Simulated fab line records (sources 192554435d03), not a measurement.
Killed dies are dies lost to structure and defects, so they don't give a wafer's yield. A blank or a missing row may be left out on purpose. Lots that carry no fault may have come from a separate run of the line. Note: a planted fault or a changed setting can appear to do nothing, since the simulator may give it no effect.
fab line records	flow n5_finfet
[record] lots = 24	wafers = 72	last_day = 18
route steps=1938 shown SD_EPI_P@314 ILD0@339 SDB@356 DUMMY_REMOVAL@381 HKMG_FIN@398
lots that met no fault: taken from a fault-free run of the same line
start_h: start of the lot's first displayed wafer, in hours after the record's first day	wait_h: hours elapsed since this lot's preceding step	" unchanged from the row above	L1.1+2: several wafers, shown together as one row	- either no value or no given start	* or withheld: withheld	< > ~ a bound
route shown NAME@n: a module of which the file shows steps, and the number in the route of the first	usual: the fault-free wafers' mean and standard deviation	same: alike in all rows	chamber/n: place in a boat	sites: per-site readings	_std_site: standard deviation across them	_edge_site: inner sites' mean taken away from outer sites' mean	radius_mm: for every site, how far away it sits from the centre of the wafer	mask NAME#n: copy n	behind: the tool/chamber that last shaped the wafer	hold: what put the lot on hold/how long, in hours/how the hold closed	device: transistor that didn't switch, given as n, p or np	end of line: tests run on the same wafers once the route is complete	a step given without rows: its recipe and nothing more	killed: dies lost to structure and defects at the first sort, not the wafer's yield	map: shows each die of a wafer: x if killed, . if not, _ if none is there
set.NAME: the setting as run; set.NAME@STEP: as run at that earlier step	model.NAME: the simulator's own value behind a step, which no gauge read
the route's steps for a sample of lots (tables are steps, rows are wafers)
services: when a tool's chamber went out of use (start_h, in hours from the record's first day, below 0 if earlier), for how many hours, and the reason
[[steps]]
[step N5_SD_EPI_P_SD_RECESS_17]
[recipe] chemistry = HBr/Cl2/O2	target_depth_a = 391	bt_time_s = 3	pressure_mtorr = 10	icp_w = 800	bias_w = 112	HBr_flow_sccm = 150	Cl2_flow_sccm = 80	O2_flow_sccm = 12
[usual] drypump_motor_current_A = 5.8/0.42	he_backside_leak_sccm = 2.8/0.32	oes_product_au = 1.004/0.015	throttle_valve_pct = 36.93/0.27
lot.wafer	tool	chamber	start_h	wait_h	drypump_motor_current_A	he_backside_leak_sccm	oes_product_au	rf_hours_counter_h	throttle_valve_pct
L074.1	rie_si-02	2	55.84	0.0	5.8	2.5	1.008	133	37.31
L074.4	"	1	"	"	4.9	2.5	1.005	12	36.27
L074.5	"	1	"	"	4.9	2.4	1.005	-	36.24
L075.3	rie_si-06	2	63.90	0.0	6.1	2.9	1.024	118	37.00
L075.4	"	1	"	"	5.7	3.0	1.012	100	36.80
L075.6	"	0	"	"	5.6	3.4	1.028	-	37.30
L076.2	rie_si-02	1	68.49	0.0	4.8	2.6	1.009	13	36.25
L076.3	"	2	"	"	5.8	2.4	0.996	134	37.34
L076.5	"	2	"	"	5.8	2.5	1.010	-	37.34
L077.2	rie_si-02	2	72.28	0.0	5.8	2.6	1.000	134	37.33
L077.3	"	3	"	"	6.0	3.0	1.034	5	36.92
L077.5	"	1	"	"	4.9	2.4	1.005	-	36.23
L078.1	rie_si-02	0	77.35	0.0	5.5	2.8	0.979	105	36.68
L078.2	"	1	"	"	4.9	2.6	0.995	13	36.24
L078.6	"	3	"	"	6.0	2.7	1.026	-	36.90
L079.1	rie_si-06	2	87.31	0.0	6.1	2.6	1.007	118	36.99
L079.2	"	1	"	"	5.7	3.0	0.999	100	36.81
L079.5	"	0	"	"	5.6	3.3	1.012	-	37.30
L080.2	rie_si-01	2	91.13	0.0	5.7	2.6	1.007	142	37.08
L080.3	"	3	"	"	6.5	3.0	1.008	188	36.88
L080.5	"	2	"	"	5.7	2.7	1.006	-	37.08
L081.2	rie_si-06	3	99.28	0.0	5.8	2.9	0.986	154	37.10
L081.5	"	3	"	"	5.8	2.9	0.992	-	37.11
L081.6	"	2	"	"	6.1	2.9	1.022	-	37.00
L082.1	rie_si-06	0	106.53	0.0	5.6	3.1	1.025	167	37.33
L082.2	"	2	"	"	6.1	2.7	1.008	118	37.00
L082.3	"	1	"	"	5.7	2.9	1.006	101	36.80
L083.4	rie_si-01	0	113.84	0.0	6.2	2.5	1.008	1	37.02
L083.5	"	3	"	"	6.5	4.9	1.007	-	36.89
L083.6	"	2	"	"	5.7	2.6	1.009	-	37.09
L084.2	rie_si-01	0	116.00	0.0	6.2	2.5	1.005	1	37.04
L084.3	"	2	"	"	5.7	2.7	1.004	143	37.08
L084.4	"	1	"	"	5.1	2.3	0.973	3	36.55
L085.4	rie_si-01	2	122.42	0.0	5.7	2.6	0.998	143	37.09
L085.5	"	3	"	"	6.5	3.2	1.011	-	36.90
L085.6	"	0	"	"	6.2	2.6	0.998	-	37.03
L086.2	rie_si-01	1	126.40	0.0	5.1	2.4	0.981	4	36.54
L086.4	"	3	"	"	6.5	3.0	1.000	188	36.91
L086.5	"	3	"	"	6.5	3.1	1.012	-	36.90
L087.2	rie_si-06	1	131.89	0.0	5.7	3.0	1.007	101	36.80
L087.3	"	2	"	"	6.1	2.7	1.017	119	36.98
L087.6	"	0	"	"	5.6	3.1	1.033	-	37.31
L088.1	rie_si-06	2	137.81	0.0	6.1	2.8	1.015	119	37.00
L088.3	"	0	"	"	5.6	3.3	1.013	168	37.31
L088.4	"	3	"	"	5.7	2.9	0.993	154	37.09
L089.3	rie_si-02	1	142.88	0.0	4.9	2.7	0.992	14	36.26
L089.4	"	3	"	"	6.0	3.1	1.019	6	36.89
L089.5	"	0	"	"	5.5	2.8	0.975	-	36.70
L090.3	rie_si-01	0	149.29	0.0	6.2	2.6	0.997	2	37.04
L090.4	"	3	"	"	6.4	3.1	1.011	188	36.90
L090.6	"	2	"	"	5.7	2.7	1.000	-	37.09
L091.2	rie_si-02	3	161.53	0.0	6.0	2.8	1.019	6	36.91
L091.4	"	1	"	"	4.9	2.4	1.003	14	36.24
L091.5	"	0	"	"	5.5	2.8	0.979	-	36.70
L092.1	rie_si-01	1	162.74	0.0	5.1	2.2	0.963	4	36.54
L092.4	"	2	"	"	5.7	2.6	1.009	144	37.09
L092.6	"	1	"	"	5.1	2.2	0.973	-	36.55
L093.1	rie_si-01	3	169.70	0.0	6.5	3.0	1.015	189	36.91
L093.2	"	2	"	"	5.7	2.7	0.993	144	37.08
L093.6	"	3	"	"	6.4	2.9	1.014	-	36.90
L094.2	rie_si-06	3	174.64	0.0	5.8	2.9	0.990	155	37.10
L094.3	"	2	"	"	6.1	2.8	1.021	120	37.00
L094.6	"	1	"	"	5.7	3.0	1.011	-	36.82
L095.1	rie_si-06	2	181.84	0.0	6.1	2.7	1.012	120	36.99
L095.3	"	1	"	"	5.7	2.9	0.999	102	36.82
L095.5	"	1	"	"	5.7	2.8	1.002	-	36.81
L096.1	rie_si-06	1	187.86	0.0	5.8	2.9	1.005	102	36.81
L096.2	"	3	"	"	5.7	2.9	0.986	155	37.10
L096.5	"	2	"	"	6.1	2.9	1.012	-	37.01
L097.1	rie_si-01	2	192.24	0.0	5.7	2.6	1.003	144	37.09
L097.2	"	0	"	"	6.2	2.5	1.016	2	37.04
L097.4	"	1	"	"	5.1	2.4	0.967	5	36.54
[step N5_ILD0_THK_MEAS_04]
[usual] thk_nm = 197.9/1.2
lot.wafer	tool	chamber	start_h	wait_h	thk_nm
L074.1	film_metro-02	-	62.87	-	198.2
L074.4	"	-	"	"	196.9
L074.5	"	-	"	"	197.2
L075.3	film_metro-02	-	70.39	-	196.7
L075.4	"	-	"	"	198.9
L075.6	"	-	"	"	197.7
L076.2	film_metro-02	-	75.77	-	198.0
L076.3	"	-	"	"	198.5
L076.5	"	-	"	"	198.3
L077.2	film_metro-02	-	80.35	-	198.9
L077.3	"	-	"	"	197.8
L077.5	"	-	"	"	198.2
L078.1	film_metro-02	-	84.72	-	195.0
L078.2	"	-	"	"	198.4
L078.6	"	-	"	"	197.8
L079.1	film_metro-01	-	93.95	-	197.8
L079.2	"	-	"	"	197.6
L079.5	"	-	"	"	196.5
L080.2	film_metro-02	-	99.83	-	195.6
L080.3	"	-	"	"	198.0
L080.5	"	-	"	"	195.2
L081.2	film_metro-01	-	106.00	-	197.8
L081.5	"	-	"	"	197.3
L081.6	"	-	"	"	199.4
L082.1	film_metro-02	-	113.01	-	197.3
L082.2	"	-	"	"	197.8
L082.3	"	-	"	"	199.2
L083.4	film_metro-01	-	122.36	-	196.5
L083.5	"	-	"	"	197.5
L083.6	"	-	"	"	196.3
L084.2	film_metro-01	-	123.70	-	198.4
L084.3	"	-	"	"	199.2
L084.4	"	-	"	"	198.6
L085.4	film_metro-02	-	129.09	-	196.2
L085.5	"	-	"	"	198.9
L085.6	"	-	"	"	197.1
L086.2	film_metro-02	-	133.36	-	197.2
L086.4	"	-	"	"	197.6
L086.5	"	-	"	"	198.3
L087.2	film_metro-02	-	139.37	-	198.7
L087.3	"	-	"	"	197.2
L087.6	"	-	"	"	198.7
L088.1	film_metro-02	-	147.78	-	198.0
L088.3	"	-	"	"	197.0
L088.4	"	-	"	"	198.5
L089.3	film_metro-02	-	150.51	-	197.9
L089.4	"	-	"	"	198.9
L089.5	"	-	"	"	198.0
L090.3	film_metro-01	-	156.74	-	197.7
L090.4	"	-	"	"	196.2
L090.6	"	-	"	"	198.1
L092.1	film_metro-02	-	169.38	-	198.1
L092.4	"	-	"	"	198.1
L092.6	"	-	"	"	195.9
L091.2	film_metro-02	-	171.49	-	198.2
L091.4	"	-	"	"	197.1
L091.5	"	-	"	"	199.0
L093.1	film_metro-01	-	176.24	-	198.8
L093.2	"	-	"	"	197.9
L093.6	"	-	"	"	196.6
L094.2	film_metro-01	-	181.15	-	197.5
L094.3	"	-	"	"	196.0
L094.6	"	-	"	"	196.4
L095.1	film_metro-02	-	188.69	-	197.7
L095.3	"	-	"	"	197.8
L095.5	"	-	"	"	199.3
L096.1	film_metro-01	-	195.23	-	197.2
L096.2	"	-	"	"	197.4
L096.5	"	-	"	"	198.1
L097.1	film_metro-01	-	199.63	-	198.9
L097.2	"	-	"	"	196.9
L097.4	"	-	"	"	200.5
[step N5_SDB_CD_MEAS_11]
[recipe] target_cd_nm = 50	landing_energy_ev = 500	detector = se_inlens	polarity = opening
[usual] cd_nm = 51.0/1.5
lot.wafer	tool	chamber	start_h	wait_h	cd_nm
L074.1	cd_sem-03	0	66.82	-	51.7
L074.4	"	0	"	"	51.4
L074.5	"	0	"	"	51.9
L075.3	cd_sem-02	0	74.72	-	47.4
L075.4	"	0	"	"	49.9
L075.6	"	0	"	"	49.8
L076.2	cd_sem-01	0	79.95	-	52.5
L076.3	"	0	"	"	51.3
L076.5	"	0	"	"	50.9
L077.2	cd_sem-02	0	84.27	-	48.6
L077.3	"	0	"	"	48.2
L077.5	"	0	"	"	48.5
L078.1	cd_sem-01	0	88.97	-	49.7
L078.2	"	0	"	"	49.8
L078.6	"	0	"	"	51.1
L079.1	cd_sem-02	0	98.01	-	51.3
L079.2	"	0	"	"	47.9
L079.5	"	0	"	"	50.3
L080.2	cd_sem-02	0	103.89	-	52.0
L080.3	"	0	"	"	50.2
L080.5	"	0	"	"	51.3
L081.2	cd_sem-03	0	110.05	-	47.9
L081.5	"	0	"	"	48.0
L081.6	"	0	"	"	50.0
L082.1	cd_sem-01	0	117.06	-	52.3
L082.2	"	0	"	"	51.5
L082.3	"	0	"	"	53.8
L083.4	cd_sem-03	0	126.29	-	52.7
L083.5	"	0	"	"	52.0
L083.6	"	0	"	"	52.6
L084.2	cd_sem-01	0	128.04	-	51.7
L084.3	"	0	"	"	52.0
L084.4	"	0	"	"	50.5
L085.4	cd_sem-02	0	133.14	-	54.2
L085.5	"	0	"	"	51.2
L085.6	"	0	"	"	51.7
L086.2	cd_sem-03	0	137.41	-	50.0
L086.4	"	0	"	"	50.9
L086.5	"	0	"	"	48.8
L087.2	cd_sem-01	0	143.39	-	52.6
L087.3	"	0	"	"	51.8
L087.6	"	0	"	"	52.0
L088.1	cd_sem-01	0	151.83	-	50.6
L088.3	"	0	"	"	49.2
L088.4	"	0	"	"	51.9
L089.3	cd_sem-01	0	154.59	-	50.7
L089.4	"	0	"	"	53.4
L089.5	"	0	"	"	52.2
L090.3	cd_sem-03	0	160.88	-	51.5
L090.4	"	0	"	"	51.5
L090.6	"	0	"	"	51.1
L092.1	cd_sem-02	0	173.31	-	52.9
L092.4	"	0	"	"	51.6
L092.6	"	0	"	"	52.2
L091.2	cd_sem-01	0	175.54	-	54.2
L091.4	"	0	"	"	50.7
L091.5	"	0	"	"	51.4
L093.1	cd_sem-01	0	180.17	-	50.4
L093.2	"	0	"	"	51.5
L093.6	"	0	"	"	52.5
L094.2	cd_sem-02	0	185.07	-	52.1
L094.3	"	0	"	"	51.9
L094.6	"	0	"	"	51.3
L095.1	cd_sem-02	0	192.74	-	49.6
L095.3	"	0	"	"	51.0
L095.5	"	0	"	"	50.4
L096.1	cd_sem-02	0	199.15	-	51.6
L096.2	"	0	"	"	49.9
L096.5	"	0	"	"	51.8
L097.1	cd_sem-01	0	203.70	-	49.5
L097.2	"	0	"	"	50.6
L097.4	"	0	"	"	52.1
[step N5_SDB_INSPECT_13]
[recipe] mode = adi	inspect_instrument = brightfield
[usual] raw_defect_count = 78/31
lot.wafer	tool	chamber	start_h	wait_h	raw_defect_count
L074.1	defect_inspect-02	-	66.87	0.0	146
L074.4	"	-	"	"	97
L074.5	"	-	"	"	213
L075.3	defect_inspect-02	-	74.77	0.0	79
L075.4	"	-	"	"	52
L075.6	"	-	"	"	104
L076.2	defect_inspect-02	-	80.30	0.3	89
L076.3	"	-	"	"	75
L076.5	"	-	"	"	49
L077.2	defect_inspect-02	-	84.33	0.0	33
L077.3	"	-	"	"	78
L077.5	"	-	"	"	47
L078.1	defect_inspect-02	-	89.02	0.0	96
L078.2	"	-	"	"	48
L078.6	"	-	"	"	66
L079.1	defect_inspect-02	-	98.06	0.0	103
L079.2	"	-	"	"	60
L079.5	"	-	"	"	50
L080.2	defect_inspect-02	-	103.95	0.0	111
L080.3	"	-	"	"	78
L080.5	"	-	"	"	62
L081.2	defect_inspect-02	-	110.11	0.0	57
L081.5	"	-	"	"	81
L081.6	"	-	"	"	64
L082.1	defect_inspect-02	-	117.11	0.0	77
L082.2	"	-	"	"	90
L082.3	"	-	"	"	59
L083.4	defect_inspect-02	-	126.34	0.0	136
L083.5	"	-	"	"	90
L083.6	"	-	"	"	78
L084.2	defect_inspect-01	-	128.10	0.0	52
L084.3	"	-	"	"	87
L084.4	"	-	"	"	57
L085.4	defect_inspect-02	-	133.19	0.0	72
L085.5	"	-	"	"	98
L085.6	"	-	"	"	94
L086.2	defect_inspect-02	-	137.46	0.0	55
L086.4	"	-	"	"	79
L086.5	"	-	"	"	85
L087.2	defect_inspect-02	-	143.44	0.0	79
L087.3	"	-	"	"	91
L087.6	"	-	"	"	121
L088.1	defect_inspect-02	-	151.88	0.0	88
L088.3	"	-	"	"	72
L088.4	"	-	"	"	197
L089.3	defect_inspect-02	-	154.64	0.0	116
L089.4	"	-	"	"	82
L089.5	"	-	"	"	54
L090.3	defect_inspect-02	-	160.93	0.0	88
L090.4	"	-	"	"	54
L090.6	"	-	"	"	71
L092.1	defect_inspect-01	-	173.36	0.0	87
L092.4	"	-	"	"	58
L092.6	"	-	"	"	50
L091.2	defect_inspect-02	-	175.59	0.0	92
L091.4	"	-	"	"	109
L091.5	"	-	"	"	134
L093.1	defect_inspect-02	-	180.22	0.0	51
L093.2	"	-	"	"	47
L093.6	"	-	"	"	61
L094.2	defect_inspect-02	-	185.13	0.0	153
L094.3	"	-	"	"	75
L094.6	"	-	"	"	68
L095.1	defect_inspect-02	-	192.79	0.0	51
L095.3	"	-	"	"	52
L095.5	"	-	"	"	45
L096.1	defect_inspect-01	-	199.21	0.0	62
L096.2	"	-	"	"	112
L096.5	"	-	"	"	85
L097.1	defect_inspect-02	-	203.75	0.0	71
L097.2	"	-	"	"	68
L097.4	"	-	"	"	40
[step N5_DUMMY_REMOVAL_INSPECT_06]
[recipe] inspect_instrument = brightfield	mode = aei
[usual] raw_defect_count = 12/5.4
lot.wafer	tool	chamber	start_h	wait_h	raw_defect_count
L074.1	defect_inspect-02	-	71.69	0.0	6
L074.4	"	-	"	"	14
L074.5	"	-	"	"	7
L075.3	defect_inspect-02	-	78.99	0.0	7
L075.4	"	-	"	"	6
L075.6	"	-	"	"	14
L076.2	defect_inspect-02	-	84.69	0.0	10
L076.3	"	-	"	"	9
L076.5	"	-	"	"	9
L077.2	defect_inspect-02	-	89.39	0.0	21
L077.3	"	-	"	"	17
L077.5	"	-	"	"	20
L078.1	defect_inspect-02	-	94.02	0.0	15
L078.2	"	-	"	"	9
L078.6	"	-	"	"	5
L079.1	defect_inspect-02	-	102.18	0.0	16
L079.2	"	-	"	"	7
L079.5	"	-	"	"	7
L080.2	defect_inspect-02	-	108.54	0.0	11
L080.3	"	-	"	"	10
L080.5	"	-	"	"	6
L081.2	defect_inspect-02	-	114.51	0.0	16
L081.5	"	-	"	"	9
L081.6	"	-	"	"	11
L082.1	defect_inspect-02	-	121.23	0.0	26
L082.2	"	-	"	"	23
L082.3	"	-	"	"	33
L083.4	defect_inspect-02	-	130.55	0.0	7
L083.5	"	-	"	"	9
L083.6	"	-	"	"	10
L084.2	defect_inspect-01	-	132.22	0.0	18
L084.3	"	-	"	"	10
L084.4	"	-	"	"	13
L085.4	defect_inspect-02	-	137.32	0.0	2
L085.5	"	-	"	"	16
L085.6	"	-	"	"	18
L086.2	defect_inspect-01	-	141.70	0.0	14
L086.4	"	-	"	"	8
L086.5	"	-	"	"	13
L087.2	defect_inspect-01	-	148.70	0.0	24
L087.3	"	-	"	"	14
L087.6	"	-	"	"	11
L088.1	defect_inspect-01	-	156.33	0.0	13
L088.3	"	-	"	"	8
L088.4	"	-	"	"	14
L089.3	defect_inspect-01	-	158.75	0.0	20
L089.4	"	-	"	"	11
L089.5	"	-	"	"	8
L090.3	defect_inspect-02	-	165.25	0.1	12
L090.4	"	-	"	"	10
L090.6	"	-	"	"	13
L092.1	defect_inspect-01	-	178.24	0.0	11
L092.4	"	-	"	"	8
L092.6	"	-	"	"	10
L091.2	defect_inspect-02	-	179.76	0.0	10
L091.4	"	-	"	"	10
L091.5	"	-	"	"	18
L093.1	defect_inspect-01	-	184.39	0.0	20
L093.2	"	-	"	"	22
L093.6	"	-	"	"	15
L094.2	defect_inspect-01	-	189.35	0.0	7
L094.3	"	-	"	"	11
L094.6	"	-	"	"	10
L095.1	defect_inspect-01	-	197.22	0.0	8
L095.3	"	-	"	"	12
L095.5	"	-	"	"	18
L096.1	defect_inspect-01	-	204.06	0.0	17
L096.2	"	-	"	"	7
L096.5	"	-	"	"	8
L097.1	defect_inspect-01	-	210.58	0.0	6
L097.2	"	-	"	"	9
L097.4	"	-	"	"	6
[step N5_HKMG_FIN_CD_MEAS_49]
[recipe] target_cd_nm = 202	landing_energy_ev = 500	detector = se_inlens	polarity = opening
[usual] cd_nm = 201.9/0.8
lot.wafer	tool	chamber	start_h	wait_h	cd_nm
L074.1	cd_sem-03	0	73.04	-	201.5
L074.4	"	0	"	"	201.9
L074.5	"	0	"	"	201.0
L075.3	cd_sem-02	0	80.48	-	202.0
L075.4	"	0	"	"	201.7
L075.6	"	0	"	"	201.9
L076.2	cd_sem-01	0	86.01	-	199.7
L076.3	"	0	"	"	201.3
L076.5	"	0	"	"	201.6
L077.2	cd_sem-03	0	90.83	-	201.6
L077.3	"	0	"	"	201.3
L077.5	"	0	"	"	202.0
L078.1	cd_sem-01	0	95.32	-	200.9
L078.2	"	0	"	"	201.8
L078.6	"	0	"	"	201.5
L079.1	cd_sem-03	0	103.68	-	201.7
L079.2	"	0	"	"	202.7
L079.5	"	0	"	"	202.3
L080.2	cd_sem-03	0	109.94	-	199.8
L080.3	"	0	"	"	201.0
L080.5	"	0	"	"	201.1
L081.2	cd_sem-01	0	115.99	-	202.4
L081.5	"	0	"	"	202.4
L081.6	"	0	"	"	203.3
L082.1	cd_sem-02	0	122.53	-	202.5
L082.2	"	0	"	"	202.9
L082.3	"	0	"	"	203.2
L083.4	cd_sem-03	0	132.01	-	202.2
L083.5	"	0	"	"	201.8
L083.6	"	0	"	"	201.9
L084.2	cd_sem-03	0	133.39	-	203.7
L084.3	"	0	"	"	202.9
L084.4	"	0	"	"	203.6
L085.4	cd_sem-02	0	138.62	-	201.8
L085.5	"	0	"	"	201.5
L085.6	"	0	"	"	202.3
L086.2	cd_sem-02	0	142.89	-	200.9
L086.4	"	0	"	"	202.3
L086.5	"	0	"	"	201.4
L087.2	cd_sem-02	0	149.88	-	201.0
L087.3	"	0	"	"	202.4
L087.6	"	0	"	"	202.5
L088.1	cd_sem-03	0	157.70	-	202.4
L088.3	"	0	"	"	201.9
L088.4	"	0	"	"	202.3
L089.3	cd_sem-01	0	160.18	-	201.5
L089.4	"	0	"	"	201.7
L089.5	"	0	"	"	201.8
L090.3	cd_sem-03	0	166.45	-	201.9
L090.4	"	0	"	"	202.0
L090.6	"	0	"	"	203.1
L092.1	cd_sem-01	0	179.55	-	201.3
L092.4	"	0	"	"	202.3
L092.6	"	0	"	"	202.6
L091.2	cd_sem-02	0	181.47	-	202.3
L091.4	"	0	"	"	201.8
L091.5	"	0	"	"	200.8
L093.1	cd_sem-02	0	185.71	-	201.9
L093.2	"	0	"	"	201.6
L093.6	"	0	"	"	201.0
L094.2	cd_sem-01	0	190.75	-	202.8
L094.3	"	0	"	"	203.0
L094.6	"	0	"	"	203.1
L095.1	cd_sem-02	0	198.39	-	202.5
L095.3	"	0	"	"	202.4
L095.5	"	0	"	"	201.5
L096.1	cd_sem-02	0	205.82	-	202.5
L096.2	"	0	"	"	201.2
L096.5	"	0	"	"	201.6
L097.1	cd_sem-02	0	211.79	-	202.3
L097.2	"	0	"	"	202.8
L097.4	"	0	"	"	201.8
[[services]]
tool	chamber	start_h	hours	kind
rie_si-02	0	33.88	3.4	repair
rie_si-06	2	40.63	6.0	repair
rie_si-06	0	47.39	10.2	repair
rie_si-01	0	50.84	-	clean
rie_si-01	0	50.84	17.1	scheduled_down
rie_si-01	0	50.84	17.1	vent_cycle
rie_si-02	1	58.51	4.0	repair
rie_si-01	-	58.78	14.6	pm
rie_si-01	3	81.23	9.7	repair
rie_si-02	2	119.32	7.9	repair
rie_si-01	3	127.17	14.5	repair
rie_si-01	-	135.75	0.1	repair
rie_si-01	0	165.37	12.0	repair
rie_si-01	1	168.08	2.8	repair
rie_si-06	0	187.32	1.8	repair
[[key]]
fault none
